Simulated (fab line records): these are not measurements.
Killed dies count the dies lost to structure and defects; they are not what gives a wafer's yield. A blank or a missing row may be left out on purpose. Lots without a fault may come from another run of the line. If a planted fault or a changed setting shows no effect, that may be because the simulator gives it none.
Matching of chambers	flow n5 finfet	pecvd-01 running N5_BEOL_M7_DEP_56: 3 sister chambers
The step deposits SiCN from 3MS/NH3, target thk 10 nm, time 17.5 s. 16 wafers are shown with their chamber, then 8 later ones without.

## WAFERS PAIRED WITH THEIR CHAMBERS
wafer	chamber	throttle valve pct (%)	showerhead plenum p Torr (Torr)
L080.1	0	9.2	3.652
L080.2	2	8.1	3.656
L080.3	1	9.7	3.651
L080.4	2	8.1	3.655
L080.5	0	9.3	3.676
L080.6	1	9.8	3.662
L081.1	0	9.3	3.667
L081.5	0	9.0	3.661
L081.6	1	9.9	3.664
L084.1	2	7.9	3.662
L084.2	1	9.9	3.651
L084.3	0	9.2	3.663
L085.2	1	10.0	3.664
L085.3	2	8.2	3.656
L085.6	1	9.9	3.649
L086.3	1	10.0	3.657

SIGNATURES (means of the wafers above)
reading	chamber 0	chamber 1	chamber 2	scatter within a chamber
throttle valve pct	9.200	9.886	8.075	0.116
showerhead plenum p Torr	3.66380	3.65686	3.65725	0.00677
Rule: for a wafer and a chamber, the distance is found by dividing, reading by reading, the gap between the wafer's reading and the chamber's mean by the reading's scatter, squaring, summing and taking the root. The wafer belongs to the nearest chamber; if the next one is less than 2 further off, it can't be placed. The scatter is the square root of a quotient: the sum, over the shown wafers, of each reading's squared deviation from its chamber's mean, divided by wafers minus chambers.

## WAFERS WHOSE CHAMBER IS MISSING
wafer	throttle valve pct (%)	showerhead plenum p Torr (Torr)
L086.4	9.7	3.650
L086.6	8.9	3.658
L094.2	9.9	3.656
L094.3	8.1	3.648
L094.6	8.5	3.653
L097.2	8.5	3.662
L097.4	10.2	3.656
L097.5	9.2	3.670

## THE CHAMBER EACH PASSED THROUGH
wafer	from the rows above	in truth
L086.4	1	1
L086.6	0	0
L094.2	1	1
L094.3	2	2
L094.6	2	2
L097.2	2	2
L097.4	1	1
L097.5	0	0
Correctly placed: 8 of 8. Can't be placed from these rows: 0. Placed wrongly: 0.
